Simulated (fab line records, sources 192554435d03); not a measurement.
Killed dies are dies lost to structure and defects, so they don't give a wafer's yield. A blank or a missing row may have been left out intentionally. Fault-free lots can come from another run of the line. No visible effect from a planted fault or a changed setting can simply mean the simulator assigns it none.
Split-lot experiment    flow n5-finfet    7 lots, 17 wafers read, on a route of 1938 steps

THE SPLIT ITSELF
At N5_BEOL_M1_SPUTTER_86 (material Cu, target thk 4.5 nm, time 8.29 s), the setting time-s was moved away from the recipe's 8.29 s on 3 of the 17 wafers read, by -11.7% to +14.4%. For the rest of the wafers, this setting stayed at what the recipe calls for.

Reading taken at the split's own step.

THE READING
Cu_of_BEOL_M1_SPUTTER_86.thk-nm (the simulator's own value, which no gauge read), in nm, at N5_BEOL_M1_SPUTTER_86 (material Cu, target thk 4.5 nm, time 8.29 s). There is no usual value for it anywhere in the file. Across the 14 wafers here that went through the recipe, the average is 4.5 nm and the standard deviation 0.12 nm.

wafer   tool, chamber at the split  time-s as run, s  against the recipe  Cu_of_BEOL_M1_SPUTTER_86.thk-nm, nm  against lot-mates on the recipe
L076.3  pvd-sputter-01, -           8.29              recipe              4.6                                  -
L076.6  pvd-sputter-01, -           8.29              recipe              4.6                                  -
L076.4  pvd-sputter-01, -           8.992             +8.5%               5                                    +0.4
L077.1  pvd-sputter-02, -           7.321             -11.7%              4                                    -0.4
L077.5  pvd-sputter-02, -           8.29              recipe              4.4                                  -
L085.4  pvd-sputter-01, -           8.29              recipe              4.6                                  -
L085.5  pvd-sputter-01, -           8.29              recipe              4.6                                  -
L088.1  pvd-sputter-03, -           8.29              recipe              4.4                                  -
L088.4  pvd-sputter-03, -           8.29              recipe              4.4                                  -
L093.3  pvd-sputter-02, -           8.29              recipe              4.6                                  -
L093.6  pvd-sputter-02, -           9.48              +14.4%              5                                    +0.4
L094.2  pvd-sputter-02, -           8.29              recipe              4.6                                  -
L094.5  pvd-sputter-02, -           8.29              recipe              4.4                                  -
L094.6  pvd-sputter-02, -           8.29              recipe              4.4                                  -
L092.1  pvd-sputter-03, -           8.29              recipe              4.6                                  -
L092.3  pvd-sputter-03, -           8.29              recipe              4.6                                  -
L092.2  pvd-sputter-03, -           8.29              recipe              4.8                                  -

FIT RESULTS
A straight line over all 17 wafers: Cu_of_BEOL_M1_SPUTTER_86.thk-nm changes by +0.0406 nm for each +1% of time-s; r = +0.86; the points scatter about the line by 0.12 nm.
The same after taking each lot's own level away (the mean of its wafers on the recipe; 17 wafers): +0.0333 nm for each +1%; r = +0.93; scatter 0.07 nm.
That fit puts the effect of the largest move of time-s on the reading at 0.48 nm.
From 4.40 to 4.67 nm: that is the span of the lots' own levels, equal to 2.3 times the standard deviation above.
So the slope is not independent of the lot-to-lot level: the two fits are not the same.
Check: +0.565 nm against its lot-mates is what the line predicts for one of the wafers moved furthest among these (+14.4%) when that wafer is left out of the fit. It came out at +0.4 nm against them.

OTHER SPLITS APPLIED TO THESE WAFERS
Note: prior to the reading, these wafers also went through further splits. Each is held against what the fit with the lots' levels taken away leaves over:
other split on the same wafers              wafers away from the commonest value  r with Cu_of_BEOL_M1_SPUTTER_86.thk-nm (lot level and that fit taken away)
N5_MOL_CONTACT_COAG_ETCH_47 over-etch-frac  6                                     -0.22
N5_BEOL_M0_SAQP_SPACER1_ALD_98 temp-c       5                                     -0.07
N5_BEOL_M0_SAQP_DESCUM_45 time-s            8                                     -0.16
N5_BEOL_M0_CUTY_COAT_50 spin-rpm            3                                     +0.21
N5_BEOL_M1_ETCH_64 bias-w                   8                                     -0.06

FILE'S OWN FIT
Cu_of_BEOL_M1_SPUTTER_86.thk-nm changes by +0.0341 nm for each +1% of time-s, r = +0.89.
